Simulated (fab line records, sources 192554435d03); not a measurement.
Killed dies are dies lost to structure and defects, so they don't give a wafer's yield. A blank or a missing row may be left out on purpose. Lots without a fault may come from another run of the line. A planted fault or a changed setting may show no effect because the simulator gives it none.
Chamber matching | flow n5_finfet | N5_BEOL_M5_DEP_56 on pecvd-03: 3 sister chambers
The step deposits SiCN from 3MS/NH3, target thk 8 nm, time 14 s. 3 wafers are shown with their chamber, then 7 later ones without.

WAFERS WITH THEIR CHAMBER
wafer  | chamber | throttle_valve_pct (%)
L082.2 | 1       | 9.7
L085.1 | 2       | 8.5
L085.3 | 0       | 9.3

WAFERS WITHOUT THEIR CHAMBER
wafer  | throttle_valve_pct (%)
L085.5 | 9.3
L088.1 | 8.7
L088.3 | 9.5
L088.6 | 9.2
L095.1 | 8.5
L095.3 | 9.6
L095.5 | 9.7

WHICH CHAMBER EACH WENT THROUGH
wafer  | from the rows above     | in truth
L085.5 | 0                       | 0
L088.1 | 2                       | 2
L088.3 | can't be placed: 0 or 1 | 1
L088.6 | 0                       | 0
L095.1 | 2                       | 2
L095.3 | can't be placed: 1 or 0 | 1
L095.5 | 1                       | 1
Placed correctly: 5 of 7. Can't be placed from these rows: 2 (the true chamber is among the candidates in 2). Placed wrongly: 0.
How it was worked out, from the rows above alone: a wafer's distance from a chamber is the root of the sum, over the readings, of the square of ((its reading less the chamber's mean) divided by the reading's scatter). The wafer belongs to the nearest chamber; if the next one is less than 2 further off, it can't be placed. A chamber's mean is the mean of its shown wafers. The scatter: with one shown wafer a chamber, the root of the mean of the squares of how far each hidden wafer lies from its nearest shown one.
